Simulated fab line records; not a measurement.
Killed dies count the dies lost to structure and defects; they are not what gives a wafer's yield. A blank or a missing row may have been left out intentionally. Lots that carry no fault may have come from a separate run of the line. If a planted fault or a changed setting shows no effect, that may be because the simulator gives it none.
Chamber matching | flow nand harc | NHARC_A_CHANNEL_FILL_D2_ALD_25 on ald hk-04 has 4 sister chambers
The step deposits SiOx, target thk 60 nm, pulse time 10 s, ald cycles 600. 8 wafers are shown with their chamber, then 8 later ones without.

## EACH WAFER AND ITS CHAMBER
wafer  | chamber | heater power w (W) | precursor pulse height rel
L086.2 | 0       | 470                | 0.958
L086.5 | 3       | 439                | 0.981
L086.1 | 1       | 451                | 1.016
L086.6 | 0       | 484                | 1.004
L089.3 | 1       | 451                | 1.017
L089.4 | 2       | 500                | 0.993
L089.5 | 3       | 437                | 1.034
L090.1 | 2       | 500                | 1.015

## WAFERS WHOSE CHAMBER IS MISSING
wafer  | heater power w (W) | precursor pulse height rel
L090.3 | 481                | 1.019
L090.6 | 440                | 1.010
L092.1 | 509                | 1.016
L092.2 | 455                | 0.961
L092.5 | 447                | 1.008
L095.2 | 461                | 0.985
L095.5 | 497                | 1.010
L095.6 | 454                | 0.983

## EACH ONE'S CHAMBER
wafer  | from the rows above     | in truth
L090.3 | 0                       | 0
L090.6 | can't be placed: 3 or 1 | 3
L092.1 | 2                       | 2
L092.2 | can't be placed: 1 or 3 | 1
L092.5 | can't be placed: 1 or 3 | 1
L095.2 | can't be placed: 1 or 0 | 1
L095.5 | 2                       | 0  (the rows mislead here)
L095.6 | can't be placed: 1 or 3 | 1
Correctly placed: 2 of 8. Cannot be placed on the basis of these rows: 5; the candidates contain the true chamber in 5. Number placed wrongly: 1.
How it was worked out, from the rows above alone: a wafer's distance from a chamber is the root of the sum, over the readings, of the square of ((its reading less the chamber's mean) divided by the reading's scatter). If the next closest chamber is less than 2 further off than the closest, the wafer can't be placed; otherwise it belongs to the closest. The mean given for a chamber averages the wafers shown for that chamber. The scatter: the root of (the sum of the squares of (reading less its chamber's mean) over the shown wafers, divided by (wafers less chambers)).
